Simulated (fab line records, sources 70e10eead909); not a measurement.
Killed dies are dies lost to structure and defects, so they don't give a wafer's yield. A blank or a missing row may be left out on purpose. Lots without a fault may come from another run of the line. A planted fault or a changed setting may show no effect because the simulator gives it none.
Problem report in the 8D (eight disciplines) form, filled by code | flow nand_harc | the parts of the form that need people (team, actions taken, sign-off) are left out

1. THE PROBLEM
killed_at_periphery at NHARC_END_SORT_01 reads a mean of 625.8 on 4 wafers of 2 lots; wafers without a fault read 3.9 with a standard deviation of 2.6. That is +99 or more standard deviations from the usual mean.
First seen on wafer L282.1, day 30 08:07, on prober-02. The record holds 6 wafers of 2 lots with a number at this step. Rule for "out", or "out of limits": more than 4 standard deviations from the usual mean. The other wafers with a number count as sound.

2. WHAT IT IS AND WHAT IT IS NOT
question                    | is                                                                                                                      | is not
which readings at this step | killed_at_periphery, defect_limited_yield, killed_dies, sort_bin_2_pct, sort_n_pass, sort_rim_yield_pct, sort_yield_pct | killed_at_array, killed_at_other, killed_open, killed_short, sort_bin_3_pct, sort_bin_4_pct
which lots                  | L282, L285                                                                                                              | -
which wafers of those lots  | L282.1, L282.4, L285.4, L285.6                                                                                          | L282.5, L285.3
read on which gauges        | prober-02                                                                                                               | -
when                        | from day 30 08:07                                                                                                       | up to then (0 sound wafers); but 2 sound wafers of L282, L285 came after

3. SUSPECTS, AND WHAT RULES EACH OUT
Counting: a tool at a process step up to the reading stays a suspect if it ran every lot that is out. Sound lots after the first of them don't rule it out here, since some wafers of a struck lot are sound.
- the gauge at NHARC_END_SORT_01: kept. All the wafers that are out were read on prober-02, and no step on other tools shows them out.
- ecd_cu-01 at NHARC_P_BONDPAD_ECD_18 (material Cu, target thk 400 nm): kept. It ran every lot that is out, first L282 (day 12 19:39).
- rie_diel-09 at NHARC_THIN_TSV_DESCUM_35 (chemistry O2, time 3 s): kept. It ran every lot that is out, first L282 (day 29 23:20).
- rie_metal-01 at NHARC_THIN_TSV_ETCH_59 (etches the open film in Cl2/BCl3, target depth 880 nm, time 138.1 s): kept. It ran every lot that is out, first L282 (day 29 23:33).
Left after counting: ecd_cu-01 at NHARC_P_BONDPAD_ECD_18, rie_diel-09 at NHARC_THIN_TSV_DESCUM_35, rie_metal-01 at NHARC_THIN_TSV_ETCH_59, prober-02 at NHARC_END_SORT_01.

4. THE CAUSE (what the simulator had put in)
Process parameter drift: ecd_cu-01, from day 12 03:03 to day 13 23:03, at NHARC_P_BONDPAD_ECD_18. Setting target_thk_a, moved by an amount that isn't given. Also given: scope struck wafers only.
Counting left 4 suspects, and this tool is among them.

5. THE CHAIN OF EFFECTS, in route order
Each row: a reading whose mean over the struck wafers that have a number lies more than 3 standard deviations from the usual. Only readings for which the record gives a usual standard deviation are gone through. hours: the time from each lot's start at the first step in this table that gives one to its start at this step, as a median over the lots. sigmas: the change in usual standard deviations.
hours | step              | reading              | usual  | on struck wafers | change | sigmas
0     | NHARC_END_SORT_01 | defect_limited_yield | 92.9 % | 0.0              | -92.9  | -39
0     | NHARC_END_SORT_01 | killed_at_periphery  | 3.9    | 625.8            | +621.9 | +99 or more
0     | NHARC_END_SORT_01 | killed_dies          | 48     | 677              | +629   | +39
0     | NHARC_END_SORT_01 | sort_bin_2_pct       | 2.6 %  | 94.9             | +92.3  | +92
0     | NHARC_END_SORT_01 | sort_n_pass          | 629    | 0                | -629   | -39
0     | NHARC_END_SORT_01 | sort_rim_yield_pct   | 89 %   | 0                | -89    | -21
0     | NHARC_END_SORT_01 | sort_yield_pct       | 92.9 % | 0.0              | -92.9  | -39

6. WHAT WOULD HAVE CAUGHT IT SOONER
In this record the first reading out of limits at a measuring or inspecting step was taken at day 30 08:07, 437 hours after the fault began at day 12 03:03.
All the lots that are out (2) had begun NHARC_P_BONDPAD_ECD_18 on ecd_cu-01 by day 30 08:07. A hold on the tool at that time would have spared none of them.
